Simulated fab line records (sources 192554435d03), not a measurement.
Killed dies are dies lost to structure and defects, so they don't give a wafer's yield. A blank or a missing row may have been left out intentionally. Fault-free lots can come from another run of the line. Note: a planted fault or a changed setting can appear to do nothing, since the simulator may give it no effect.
Chamber matching -- flow n5Finfet -- 3 sister chambers for N5_BEOL_M7_CURE_75 on uvCure-01
The step cures SiCOH lowk, time 120 s. 3 wafers are shown with their chamber, then 8 later ones without.

## WAFERS PAIRED WITH THEIR CHAMBERS
wafer,chamber,lampPowerPct (%)
L086.6,2,52.32
L092.5,0,52.29
L096.1,1,52.34

## WAFERS WITH NO CHAMBER GIVEN
wafer,lampPowerPct (%)
L096.2,52.29
L096.3,52.28
L097.4,52.27
L097.5,52.27
L097.6,52.41
L094.1,52.30
L094.4,52.24
L094.5,52.31

## THE CHAMBER EACH PASSED THROUGH
wafer,from the rows above,in truth
L096.2,can't be placed: 0 or 2 or 1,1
L096.3,can't be placed: 0 or 2 or 1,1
L097.4,can't be placed: 0 or 2 or 1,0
L097.5,can't be placed: 0 or 2 or 1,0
L097.6,can't be placed: 1 or 2 or 0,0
L094.1,can't be placed: 0 or 2 or 1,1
L094.4,can't be placed: 0 or 2 or 1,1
L094.5,can't be placed: 2 or 0 or 1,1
Correct placement for 0 of the 8. From these rows, 8 cannot be placed; in 8 the true chamber is one of the candidates. Placed wrongly: 0.
How it was worked out, from the rows above alone: a wafer's distance from a chamber is the root of the sum, over the readings, of the square of ((its reading less the chamber's mean) divided by the reading's scatter). If the next closest chamber is less than 2 further off than the closest, the wafer can't be placed; otherwise it belongs to the closest. For every chamber, the mean is computed from those of its wafers that are shown. The scatter (one wafer shown for each chamber): square how far every hidden wafer sits from the nearest shown wafer, average those squares and take the square root.
